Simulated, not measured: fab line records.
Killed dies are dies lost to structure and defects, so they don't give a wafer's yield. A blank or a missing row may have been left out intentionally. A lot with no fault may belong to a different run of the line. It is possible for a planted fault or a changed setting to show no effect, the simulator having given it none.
The tool behind it: which one? :: flow nand_harc :: 18 wafers from 6 lots sampled at 4 of the route's 1302 steps

== WHAT THE GAUGES READ, wafer by wafer ==
NHARC_END_SORT_01.
lot: L146
measured: day 26 17:28
on: prober-02
killed_open: 1 1 0

lot: L153
measured: day 30 06:58
on: prober-02
killed_open: 5 3 1

lot: L163
measured: day 33 08:41
on: prober-02
killed_open: 1 6 2

== EACH LOT AND THE TOOL THAT RAN IT (in order: tool; ch and the chambers of the sampled wafers; start) ==
lot: L144
NHARC_A_CONTACT_ETCH_113: har_cap_etch-01 ch 0,1, day 22 22:04
NHARC_THIN_TSV_DEGAS_49: pvd_sputter-02, day 25 03:42
NHARC_THIN_TSV_ETCH_59: rie_metal-02 ch 0,1, day 25 07:04

lot: L146
NHARC_A_CONTACT_ETCH_113: har_cap_etch-03 ch 0,1, day 23 14:20
NHARC_THIN_TSV_DEGAS_49: pvd_sputter-02, day 26 03:47
NHARC_THIN_TSV_ETCH_59: rie_metal-02 ch 1, day 26 07:16

lot: L150
NHARC_A_CONTACT_ETCH_113: har_cap_etch-03 ch 0,1, day 25 16:12
NHARC_THIN_TSV_DEGAS_49: pvd_sputter-03, day 28 02:42
NHARC_THIN_TSV_ETCH_59: rie_metal-02 ch 0,1, day 28 06:11

lot: L149
NHARC_A_CONTACT_ETCH_113: har_cap_etch-02 ch 0,1, day 25 20:40
NHARC_THIN_TSV_DEGAS_49: pvd_sputter-03, day 28 03:55
NHARC_THIN_TSV_ETCH_59: rie_metal-03 ch 0,1, day 28 07:17

lot: L153
NHARC_A_CONTACT_ETCH_113: har_cap_etch-03 ch 0,1, day 27 04:56
NHARC_THIN_TSV_DEGAS_49: pvd_sputter-01, day 29 16:59
NHARC_THIN_TSV_ETCH_59: rie_metal-01 ch 0,1, day 29 20:21

lot: L163
NHARC_A_CONTACT_ETCH_113: har_cap_etch-03 ch 0,1, day 30 09:23
NHARC_THIN_TSV_DEGAS_49: pvd_sputter-01, day 32 15:47
NHARC_THIN_TSV_ETCH_59: rie_metal-03 ch 1, day 32 19:18
- NHARC_A_CONTACT_ETCH_113: etches the open film in C4F8/O2/Ar, time 190 s, target depth 1850 nm.
- NHARC_THIN_TSV_DEGAS_49: time 120 s.
- NHARC_THIN_TSV_ETCH_59: etches the open film in Cl2/BCl3, target depth 880 nm, time 138.1 s.

== THE ANSWER, worked out from the rows above alone ==
Rule: the usual values come from the lots themselves. The widest of any qualifying gaps counts: lots, ordered by their means at a reading, are off when they make up no more than a third of the lots, leave a main group of 4 or more, and stand apart from it by 3 or more times the standard deviation of that group's means. The tables above print the reading to a certain number of digits; a main group whose means all agree to those digits is not used. Also off: a lot with no number at a reading for which 4 or more lots have one. All remaining lots with rows at the step are treated as sound.
No lot is off on any of the readings shown, so nothing can be concluded from this.

== WHAT THE SIMULATOR PUT IN ==
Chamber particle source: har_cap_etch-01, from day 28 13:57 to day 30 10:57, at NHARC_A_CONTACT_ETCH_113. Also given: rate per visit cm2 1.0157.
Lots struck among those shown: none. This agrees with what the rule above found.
